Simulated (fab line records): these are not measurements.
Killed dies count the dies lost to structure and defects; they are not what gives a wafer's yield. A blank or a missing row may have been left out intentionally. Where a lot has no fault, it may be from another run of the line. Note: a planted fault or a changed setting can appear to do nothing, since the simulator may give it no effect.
fab line records	flow nand_harc
record lots=12	wafers=36	last_day=34
route steps=1302 shown A_CHANNEL_HOLE_D2@598 A_CHANNEL_FILL_D2@614 END@1302
lots that met no fault: taken from a fault-free run of the same line
start_h: the number of hours between the record's first day and the start of the first shown wafer of the lot	wait_h: hours from the lot's prior step to this one	" repeats the value in the row above	L1.1+2: a row that stands for several wafers	- no value present, or no start provided	* or withheld: withheld	< > ~ a bound
route shown NAME@n: names a module that has steps shown in the file, with the first one's number in the route	usual: mean/standard deviation of fault-free wafers	same: alike in all rows	chamber/n: place in a boat	sites: readings site by site	_std_site: the standard deviation of these	_edge_site: mean of outer sites minus mean of inner sites	radius_mm: for every site, how far away it sits from the centre of the wafer	mask NAME#n: copy n	behind: the most recent tool/chamber to have shaped the wafer	hold: the reason the lot was held/the length of the hold in hours/how it ended	device: the n, p or np transistor that did not switch	end of line: the route-end tests of the same wafers	for a step that has no rows: nothing shown but its recipe	killed: the dies lost at the first sort to structure and to defects; this is not the yield of the wafer	map: dies across one wafer; x = killed, . = not, _ = none there
set.NAME: setting as actually run; set.NAME@STEP: the setting as run at that earlier step	model.NAME: the simulator's own value behind a step, which no gauge read
steps of the route over a sample of lots; a table a step, a row a wafer
services: a tool's chamber out of use, with start hour (start_h, from the record's first day; less than 0 if before it), hours out, and reason
## steps
# step NHARC_A_CHANNEL_HOLE_D2_ETCH_26
# recipe bias_v=300	source_w=2000	pressure_mtorr=30	time_s=224.1	ar_flow_sccm=375	c4f8_flow_sccm=11.4	o2_flow_sccm=113.6	temp_c=-20	target_depth_a=3000	chemistry=C4F8/O2/Ar
# usual drypump_motor_current_A=5.6/0.59	showerhead_plenum_p_Torr=3.57/0.15	temp_c=-20.01/0.096	throttle_valve_pct=24.583/0.0098
lot.wafer	tool	chamber	start_h	wait_h	drypump_motor_current_A	rf_hours_counter_h	showerhead_plenum_p_Torr	temp_c	throttle_valve_pct
L778.2	har_etch-02	0	306.09	0.6	5.8	361	3.52	-20.08	24.594
L778.3	"	0	"	"	5.8	-	3.52	-19.93	24.590
L778.5	"	0	"	"	5.8	-	3.52	-19.98	24.583
L777.3	har_etch-02	0	314.79	0.5	5.7	-	3.52	-19.79	24.588
L777.4	"	1	"	"	5.6	-	3.53	-20.13	24.607
L777.5	"	0	"	"	5.7	-	3.52	-19.94	24.581
L783.2	har_etch-01	1	348.59	0.7	4.9	185	3.49	-19.89	24.585
L783.1	"	0	"	"	6.4	185	3.57	-19.90	24.595
L783.4	"	1	"	"	4.9	-	3.49	-20.03	24.572
L784.2	har_etch-01	1	393.55	0.7	4.9	212	3.48	-20.00	24.597
L784.1	"	0	"	"	6.4	212	3.55	-20.05	24.606
L784.4	"	1	"	"	4.9	-	3.48	-20.23	24.583
L788.3	har_etch-01	0	409.95	0.5	6.3	-	3.55	-19.99	24.591
L788.4	"	1	"	"	4.9	-	3.47	-20.11	24.571
L788.5	"	0	"	"	6.3	-	3.55	-20.08	24.579
L789.1	har_etch-01	1	414.99	0.7	4.9	231	3.47	-20.19	24.571
L789.5	"	1	"	"	4.9	-	3.47	-20.01	24.581
L789.6	"	0	"	"	6.4	-	3.54	-20.11	24.591
L791.1	har_etch-01	0	435.63	0.7	6.3	239	3.54	-19.78	24.578
L791.4	"	0	"	"	6.3	-	3.54	-19.91	24.589
L791.6	"	0	"	"	6.3	-	3.54	-20.07	24.591
L795.4	har_etch-01	1	464.68	0.5	4.9	-	3.46	-19.94	24.570
L795.3	"	0	"	"	6.3	-	3.53	-20.07	24.581
L795.6	"	1	"	"	4.9	-	3.46	-20.00	24.575
L796.2	har_etch-01	0	485.82	0.6	6.4	270	3.52	-20.04	24.572
L796.4	"	0	"	"	6.4	-	3.52	-20.09	24.587
L796.5	"	1	"	"	4.9	-	3.45	-19.83	24.585
L799.1	har_etch-01	0	520.83	0.7	6.4	285	3.51	-19.87	24.591
L799.3	"	1	"	"	5.0	-	3.44	-20.14	24.577
L799.6	"	0	"	"	6.4	-	3.51	-19.96	24.580
L798.4	har_etch-02	0	522.92	0.5	5.8	-	3.95	-20.14	24.577
L798.3	"	1	"	"	5.6	-	3.95	-19.85	24.576
L798.6	"	1	"	"	5.5	-	3.95	-19.79	24.562
L800.2	har_etch-01	1	525.39	0.7	4.9	289	3.44	-20.22	24.582
L800.1	"	0	"	"	6.3	289	3.51	-20.03	24.582
L800.5	"	1	"	"	4.9	-	3.44	-20.07	24.599
# step NHARC_A_CHANNEL_HOLE_D2_STRIP_43
# recipe o2_flow_sccm=400	cos_flow_sccm=20	ar_flow_sccm=0	bias_w=0	chemistry=O2/COS
lot.wafer	tool	chamber	start_h	wait_h
L778.3+2+5	rie_diel-12	1,0,2	306.93	0.0
L777.4+3+5	rie_diel-13	0,3,1	315.61	0.0
L783.4+1+2	rie_diel-12	3,0,1	349.48	0.1
L784.4+2+1	rie_diel-12	2,3,0	394.44	0.1
L788.3+4+5	rie_diel-12	0,1,3	410.78	0.1
L789.1+6+5	rie_diel-13	2,2,3	415.89	0.1
L791.4+1+6	rie_diel-13	2,3,0	436.52	0.1
L795.3+4+6	rie_diel-13	2,1,3	465.49	0.0
L796.2+4+5	rie_diel-13	3,0,0	486.68	0.1
L799.1+3+6	rie_diel-12	0,2,3	521.71	0.1
L798.3+4+6	rie_diel-05	2,0,2	523.74	0.1
L800.1+2+5	rie_diel-12	2,3,3	526.27	0.1
# step NHARC_A_CHANNEL_HOLE_D2_INSPECT_40
# usual raw_defect_count=280/82
lot.wafer	tool	chamber	start_h	wait_h	raw_defect_count
L778.2	defect_inspect-02	-	307.98	-	187
L778.3	"	-	"	"	314
L778.5	"	-	"	"	268
L777.3	defect_inspect-01	-	316.66	-	341
L777.4	"	-	"	"	454
L777.5	"	-	"	"	432
L783.1	defect_inspect-02	-	350.52	-	231
L783.2	"	-	"	"	261
L783.4	"	-	"	"	203
L784.1	defect_inspect-02	-	395.48	-	259
L784.2	"	-	"	"	834
L784.4	"	-	"	"	392
L788.3	defect_inspect-02	-	412.00	-	221
L788.4	"	-	"	"	247
L788.5	"	-	"	"	752
L789.1	defect_inspect-02	-	416.94	-	301
L789.5	"	-	"	"	411
L789.6	"	-	"	"	367
L791.1	defect_inspect-02	-	437.56	-	253
L791.4	"	-	"	"	340
L791.6	"	-	"	"	239
L795.3	defect_inspect-01	-	466.54	-	409
L795.4	"	-	"	"	558
L795.6	"	-	"	"	427
L796.2	defect_inspect-02	-	487.71	-	216
L796.4	"	-	"	"	220
L796.5	"	-	"	"	262
L799.1	defect_inspect-01	-	522.75	-	246
L799.3	"	-	"	"	211
L799.6	"	-	"	"	333
L798.3	defect_inspect-02	-	524.78	-	319
L798.4	"	-	"	"	299
L798.6	"	-	"	"	252
L800.1	defect_inspect-02	-	527.31	-	251
L800.2	"	-	"	"	305
L800.5	"	-	"	"	165
# step NHARC_A_CHANNEL_FILL_D2_ALD_14
# recipe target_thk_a=25	pulse_time_s=10	ald_cycles=25	temp_c=300	material=SiO2
# usual heater_power_w=471/46	precursor_pulse_height_rel=0.999/0.022
lot.wafer	tool	chamber	start_h	wait_h	heater_power_w	precursor_pulse_height_rel
L778.2	ald_hk-04	2	315.17	0.0	486	0.996
L778.3	"	3	"	"	540	1.010
L778.5	"	3	"	"	543	0.981
L777.3	ald_hk-02	2	323.94	0.0	474	0.953
L777.4	"	3	"	"	448	1.032
L777.5	"	2	"	"	466	1.000
L783.2	ald_hk-03	1	357.74	0.0	480	1.006
L783.4	"	2	"	"	482	1.004
L783.1	"	0	"	"	373	1.041
L784.1	ald_hk-02	0	402.68	0.0	503	1.061
L784.4	"	1	"	"	494	0.999
L784.2	"	3	"	"	432	1.043
L788.4	ald_hk-03	0	419.19	0.1	401	0.978
L788.3	"	1	"	"	463	0.984
L788.5	"	3	"	"	502	0.987
L789.1	ald_hk-03	0	424.15	0.0	383	0.999
L789.6	"	0	"	"	380	1.040
L789.5	"	1	"	"	463	1.032
L791.1	ald_hk-04	3	444.70	0.0	563	0.987
L791.4	"	2	"	"	490	1.018
L791.6	"	3	"	"	550	0.984
L795.3	ald_hk-04	2	473.74	0.1	506	0.990
L795.4	"	1	"	"	406	0.987
L795.6	"	2	"	"	512	0.976
L796.2	ald_hk-02	3	494.94	0.0	431	0.999
L796.4	"	2	"	"	465	0.962
L796.5	"	0	"	"	510	0.999
L799.3	ald_hk-03	0	530.66	0.8	380	1.022
L799.1	"	2	"	"	511	0.952
L799.6	"	0	"	"	384	0.988
L798.4	ald_hk-03	0	530.89	1.0	393	0.962
L798.3	"	2	"	"	521	0.949
L798.6	"	0	"	"	378	0.987
L800.2	ald_hk-03	1	534.66	0.2	472	0.996
L800.1	"	2	"	"	516	1.004
L800.5	"	3	"	"	495	0.973
# step NHARC_A_CHANNEL_FILL_D2_ALD_16
# recipe target_thk_a=15	pulse_time_s=10	ald_cycles=15	temp_c=300	material=SiO2
# usual heater_power_w=466/46	precursor_pulse_height_rel=0.997/0.019
lot.wafer	tool	chamber	start_h	wait_h	heater_power_w	precursor_pulse_height_rel
L778.3	ald_hk-03	3	320.32	0.0	475	1.017
L778.2	"	0	"	"	379	0.986
L778.5	"	3	"	"	464	1.032
L777.4	ald_hk-04	3	329.15	0.1	532	0.962
L777.3	"	1	"	"	421	1.015
L777.5	"	3	"	"	529	0.965
L783.1	ald_hk-03	2	363.04	0.2	486	0.971
L783.2	"	3	"	"	463	1.025
L783.4	"	1	"	"	477	0.980
L784.1	ald_hk-02	1	407.83	0.0	492	1.024
L784.2	"	3	"	"	426	0.983
L784.4	"	0	"	"	500	0.961
L788.4	ald_hk-03	0	425.32	0.1	385	0.976
L788.3	"	2	"	"	501	0.993
L788.5	"	3	"	"	494	0.969
L789.1	ald_hk-03	0	429.34	0.0	386	0.968
L789.5	"	0	"	"	400	1.000
L789.6	"	1	"	"	475	0.998
L791.1	ald_hk-04	2	449.91	0.0	505	0.988
L791.4	"	1	"	"	402	0.989
L791.6	"	3	"	"	558	1.009
L795.4	ald_hk-02	2	478.92	0.0	454	1.000
L795.3	"	1	"	"	513	0.998
L795.6	"	3	"	"	436	1.002
L796.2	ald_hk-02	3	500.35	0.3	446	1.013
L796.4	"	0	"	"	518	1.003
L796.5	"	3	"	"	437	1.030
L799.3	ald_hk-04	2	537.12	1.3	496	1.009
L799.1	"	1	"	"	410	1.021
L799.6	"	2	"	"	503	1.011
L798.3	ald_hk-03	1	537.25	1.5	453	0.978
L798.4	"	3	"	"	506	1.008
L798.6	"	1	"	"	470	0.994
L800.2	ald_hk-02	0	539.90	0.0	467	0.975
L800.1	"	1	"	"	510	1.005
L800.5	"	0	"	"	466	0.999
# step NHARC_END_SORT_01
# recipe temp_c=25
# usual killed_at_array=41/10	killed_at_other=0.8/0.91	killed_at_periphery=4.2/2.9	killed_dies=46/10	killed_open=3.5/2.1	killed_short=2.5/1.6
# same gross_dies=677
lot.wafer	tool	chamber	start_h	wait_h	killed_at_array	killed_at_other	killed_at_periphery	killed_dies	killed_open	killed_short
L784.1	prober-01	0	656.72	2.5	44	1	2	47	6	0
L784.2	prober-01	0	657.52	2.8	127	0	2	129	4	4
L784.4	prober-01	0	659.11	3.4	40	0	3	43	8	0
L788.3	prober-01	0	674.39	3.1	33	2	6	41	1	2
L788.4	prober-01	0	675.19	3.4	38	2	3	43	3	0
L788.5	prober-01	0	675.98	3.7	114	0	2	116	3	0
# killed by level:class
L784.1 A_CHANNEL_HOLE_D1:chamber_film_flake=20 A_CHANNEL_HOLE_D2:chamber_film_flake=9 A_STAIRCASE:chamber_film_flake=8 A_DECK1_JOINT:geometric_particle:open=2 A_CHANNEL_FILL_D2:geometric_particle:open=2 P_ZERO_WELL:chamber_film_flake=2 A_ONON_D1:geometric_particle:open=1 A_CHANNEL_HOLE_D1:geometric_particle:open=1
L784.2 A_CHANNEL_HOLE_D2:unspecified=82 A_CHANNEL_HOLE_D1:chamber_film_flake=17 A_CHANNEL_HOLE_D2:chamber_film_flake=7 A_STAIRCASE:chamber_film_flake=7 A_CONTACT:chamber_film_flake=4 A_SLIT:chamber_film_flake=2 P_GATE:geometric_particle:short=1 A_CHANNEL_FILL_D1:geometric_particle:open=1
L784.4 A_CHANNEL_HOLE_D1:chamber_film_flake=14 A_CHANNEL_HOLE_D2:chamber_film_flake=7 A_STAIRCASE:chamber_film_flake=7 A_M0:geometric_particle:open=2 A_SLIT:chamber_film_flake=2 A_CONTACT:chamber_film_flake=2 P_CONTACT:geometric_particle:open=1 A_ONON_D1:geometric_particle:open=1
L788.3 A_SLIT:chamber_film_flake=13 A_CHANNEL_HOLE_D2:chamber_film_flake=8 A_CHANNEL_HOLE_D1:chamber_film_flake=4 P_BONDPAD:chamber_film_flake=3 A_CONTACT:chamber_film_flake=3 P_STI:chamber_film_flake=2 A_CHANNEL_FILL_D1:chamber_film_flake=2 THIN_TSV:chamber_film_flake=2
L788.4 A_SLIT:chamber_film_flake=14 A_CHANNEL_HOLE_D2:chamber_film_flake=10 A_CHANNEL_FILL_D1:chamber_film_flake=5 A_WL_FILL:chamber_film_flake=3 P_BONDPAD:chamber_film_flake=2 A_CHANNEL_HOLE_D1:chamber_film_flake=2 P_CONTACT:geometric_particle:open=1 A_CHANNEL_FILL_D1:geometric_particle:open=1
L788.5 A_CHANNEL_HOLE_D2:unspecified=85 A_SLIT:chamber_film_flake=12 A_CHANNEL_HOLE_D2:chamber_film_flake=9 A_CHANNEL_HOLE_D1:chamber_film_flake=2 A_CHANNEL_FILL_D1:chamber_film_flake=2 P_M0:geometric_particle:open=1 P_M1:geometric_particle:open=1 A_CHANNEL_FILL_D1:geometric_particle:open=1
## services
tool	chamber	start_h	hours	kind
rie_diel-05	2	306.19	7.9	repair
rie_diel-13	3	334.00	19.6	repair
rie_diel-13	-	342.00	9.0	pm
ald_hk-02	-	348.06	10.0	pm
rie_diel-13	3	354.44	5.2	repair
rie_diel-12	0	360.93	4.0	repair
rie_diel-12	1	366.94	8.6	repair
har_etch-02	-	377.47	17.0	pm
ald_hk-03	-	393.12	10.0	pm
ald_hk-03	0	393.12	10.0	vent_cycle
ald_hk-03	1	393.12	10.0	vent_cycle
ald_hk-03	2	393.12	10.0	vent_cycle
ald_hk-03	3	393.12	10.0	vent_cycle
rie_diel-12	2	400.93	17.3	repair
rie_diel-05	-	406.60	9.0	pm
rie_diel-05	2	418.40	5.9	repair
rie_diel-12	0	420.51	59.8	repair
ald_hk-04	-	432.32	10.0	pm
rie_diel-12	3	439.57	9.5	repair
rie_diel-12	-	446.43	9.0	pm
ald_hk-03	-	484.21	0.4	repair
rie_diel-13	-	519.00	9.0	pm
rie_diel-13	1	529.79	1.5	repair
ald_hk-04	-	535.61	1.5	repair
## key
first_sign step=NHARC_A_CHANNEL_HOLE_D2_INSPECT_40	reading=raw_defect_count	direction=up	sigmas=6.3	usual=280	struck=793
effect step=NHARC_END_SORT_01	reading=killed_at_array	direction=up	sigmas=7.8	usual=41	struck=120
more_kills_born_at NHARC_A_CHANNEL_HOLE_D2_STRIP_43@rie_diel-12=167
met_at NHARC_A_CHANNEL_HOLE_D2_STRIP_43
struck_lots L784,L788
struck_wafers L784.2,L788.5
tester_left_out L784,L788
not_acting_at NHARC_A_CHANNEL_HOLE_D2_ETCH_26,NHARC_A_CHANNEL_FILL_D2_ALD_14,NHARC_A_CHANNEL_FILL_D2_ALD_16
onset_between 349.48 394.44
fault kind=chamber_particle_source	tool=rie_diel-12	chamber=3	onset_h=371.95	steps=NHARC_A_CHANNEL_HOLE_D2_STRIP_43	rate_per_visit_cm2=0.73791	end_h=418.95
# tester_left_out: of these lots the tester's yield and bins aren't shown, on N5 and GAA mostly nor the transistor test; their killed dies are dies lost to structure and defects alone, not to doping, threshold or leakage, so they don't give the yield
